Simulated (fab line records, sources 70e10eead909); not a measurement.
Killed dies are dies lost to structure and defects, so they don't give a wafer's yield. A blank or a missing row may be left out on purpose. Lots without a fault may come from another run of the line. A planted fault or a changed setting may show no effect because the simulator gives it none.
Which tool did it? | flow nand_harc | 6 lots, 18 wafers sampled, at 5 steps of a route of 1302

WHAT THE GAUGES READ, wafer by wafer
NHARC_P_GATE_CD_MEAS_91: target cd 2000 nm.
lot  | measured     | on        | cd_nm (nm)
L641 | day 6 08:01  | cd_sem-01 | 1997.7 2000.5 2001.4
L644 | day 7 06:38  | cd_sem-01 | 2000.0 1998.5 1999.2
L649 | day 9 20:09  | cd_sem-01 | 2150.6 2149.9 2150.9
L657 | day 12 12:43 | cd_sem-02 | 1999.6 2000.4 1999.3
L660 | day 14 03:41 | cd_sem-02 | 1995.9 1995.9 1997.7
L662 | day 15 00:33 | cd_sem-03 | 2003.0 2002.4 2001.9

WHICH TOOL RAN EACH LOT (tool, then ch and the chambers of the sampled wafers, then the start)
lot  | NHARC_P_GATE_DESCUM_48             | NHARC_P_GATE_STRIP_111               | NHARC_P_GATE_STRIP_112               | NHARC_P_GATE_EXPOSE_88
L641 | rie_diel-05 ch 1,2,3, day 6 04:42  | plasma_asher-02 ch 0,1, day 6 05:04  | plasma_asher-02 ch 0,1, day 6 06:50  | krf_scanner-03 ch 0, day 6 07:51
L644 | rie_diel-05 ch 0,1,3, day 7 03:14  | plasma_asher-02 ch 1, day 7 03:52    | plasma_asher-02 ch 0,1, day 7 05:29  | krf_scanner-03 ch 0, day 7 06:28
L649 | rie_diel-05 ch 0,2,3, day 9 17:06  | plasma_asher-01 ch 0,1, day 9 17:34  | plasma_asher-01 ch 0,1, day 9 19:11  | krf_scanner-03 ch 0, day 9 20:00
L657 | rie_diel-05 ch 0,2,3, day 12 09:14 | plasma_asher-01 ch 0,1, day 12 09:50 | plasma_asher-02 ch 0,1, day 12 11:32 | krf_scanner-03 ch 0, day 12 12:34
L660 | rie_diel-01 ch 1,2, day 14 00:31   | plasma_asher-01 ch 0,1, day 14 00:52 | plasma_asher-02 ch 0,1, day 14 02:40 | krf_scanner-02 ch 0, day 14 03:32
L662 | rie_diel-05 ch 0,2,3, day 14 20:45 | plasma_asher-02 ch 0,1, day 14 21:08 | plasma_asher-02 ch 0,1, day 14 23:25 | krf_scanner-03 ch 0, day 15 00:24
- NHARC_P_GATE_DESCUM_48: chemistry O2, time 3 s.
- NHARC_P_GATE_STRIP_111: strips in N2/H2, time 250 s.
- NHARC_P_GATE_STRIP_112: strips in N2/H2, time 200 s.
- NHARC_P_GATE_EXPOSE_88: exposes mask P HVN, target cd 2000 nm.

THE ANSWER, worked out from the rows above alone
Rule: what is usual is taken from the lots themselves. Put in order of their means at a reading, lots are off if they are a third of the lots or fewer, leave a main group of 4 or more, and stand apart from it by a gap of 3 or more times the standard deviation of the main group's means; of several such gaps the widest counts. A main group whose means are all the same, to the digits that the tables above print for the reading, isn't used. A lot without any number at a reading at which 4 lots or more have one is off too. The other lots that the step has rows for count as sound.
Off: L649, at NHARC_P_GATE_CD_MEAS_91 (cd_nm). The main group: mean 1999.6 nm, standard deviation 1.9.
A tool fits if, at a process step before that reading, it ran every lot that is off, and no sound lot after the first of them. The gauges at NHARC_P_GATE_CD_MEAS_91 are tried like those tools. Can't be told from this: 2 tools fit, plasma_asher-01 at NHARC_P_GATE_STRIP_112, cd_sem-01 at NHARC_P_GATE_CD_MEAS_91.

WHAT THE SIMULATOR HAD PUT IN
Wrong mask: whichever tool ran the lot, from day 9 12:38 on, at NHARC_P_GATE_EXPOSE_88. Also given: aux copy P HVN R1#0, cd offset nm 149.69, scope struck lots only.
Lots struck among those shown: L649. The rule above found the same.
